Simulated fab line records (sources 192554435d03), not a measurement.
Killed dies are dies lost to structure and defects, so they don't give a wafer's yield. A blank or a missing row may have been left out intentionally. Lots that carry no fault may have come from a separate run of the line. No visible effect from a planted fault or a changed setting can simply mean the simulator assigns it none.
The tool behind it: which one?    flow n5Finfet    11 lots with 31 wafers sampled at 3 steps, on a route of 1938 steps

WHAT THE GAUGES SHOWED, per wafer
N5_FIN_SAQP_THK_MEAS_05.
lot   measured     on            thkNm (nm)
L265  day 1 22:38  filmMetro-02  37.4 38.2
L266  day 2 02:52  filmMetro-01  37.5 38.2 38.1
L269  day 2 20:38  filmMetro-01  37.3 37.3 37.5
L271  day 3 08:44  filmMetro-01  37.1 38.1 37.2
L272  day 3 15:23  filmMetro-01  38.0 38.3 38.9
L277  day 4 21:18  filmMetro-01  37.5 38.4 38.2
L278  day 5 03:58  filmMetro-01  37.4 38.6 38.5
L283  day 6 09:17  filmMetro-01  37.8 37.8 38.4
L284  day 6 15:36  filmMetro-02  36.8 36.8
L286  day 7 03:33  filmMetro-01  37.9 38.4 37.9
L288  day 7 15:13  filmMetro-02  37.3 38.2 37.9

WHICH TOOL RAN EACH LOT (tool, then ch and the chambers of the sampled wafers, then the start)
lot   N5_PMOS_HMC_CHANNEL_EPI_CMP_21  N5_FIN_SAQP_ALD_61
L265  cmp-04 ch 0,3, day 1 21:02      aldSin-02 ch 2,3, day 1 21:58
L266  cmp-04 ch 0,1,2, day 2 01:30    aldSin-02 ch 1,2,3, day 2 02:17
L269  cmp-03 ch 0,2,3, day 2 19:13    aldSin-01 ch 1,2,3, day 2 20:05
L271  cmp-03 ch 0,2,3, day 3 07:13    aldSin-02 ch 2,3, day 3 08:13
L272  cmp-03 ch 1,3, day 3 13:57      aldSin-01 ch 0,2,3, day 3 14:52
L277  cmp-02 ch 0,2,3, day 4 19:52    aldSin-02 ch 0,1, day 4 20:41
L278  cmp-04 ch 0,1, day 5 01:22      aldSin-02 ch 1,2,3, day 5 03:14
L283  cmp-04 ch 2,3, day 6 07:42      aldSin-01 ch 1,2,3, day 6 08:47
L284  cmp-04 ch 0,2, day 6 14:05      aldSin-03 ch 0,1, day 6 14:59
L286  cmp-04 ch 0,1,3, day 7 01:59    aldSin-03 ch 0,3, day 7 03:02
L288  cmp-02 ch 0,2,3, day 7 13:05    aldSin-02 ch 0,1,2, day 7 14:40
- N5_PMOS_HMC_CHANNEL_EPI_CMP_21: polishes SiGe30, target thk 54 nm.
- N5_FIN_SAQP_ALD_61: deposits SiO2, target thk 4 nm, pulse time 1 s, purge time 2 s.

THE ANSWER, worked out from the rows above alone
Rule: what is usual is taken from the lots themselves. The widest of any qualifying gaps counts: lots, ordered by their means at a reading, are off when they make up no more than a third of the lots, leave a main group of 4 or more, and stand apart from it by 3 or more times the standard deviation of that group's means. A main group is skipped when, at the precision printed for the reading in the tables above, its means are all equal. A lot without any number at a reading at which 4 lots or more have one is off too. All remaining lots with rows at the step are treated as sound.
No lot is off at any reading shown: from this, nothing can be told.

WHAT THE SIMULATOR PUT IN
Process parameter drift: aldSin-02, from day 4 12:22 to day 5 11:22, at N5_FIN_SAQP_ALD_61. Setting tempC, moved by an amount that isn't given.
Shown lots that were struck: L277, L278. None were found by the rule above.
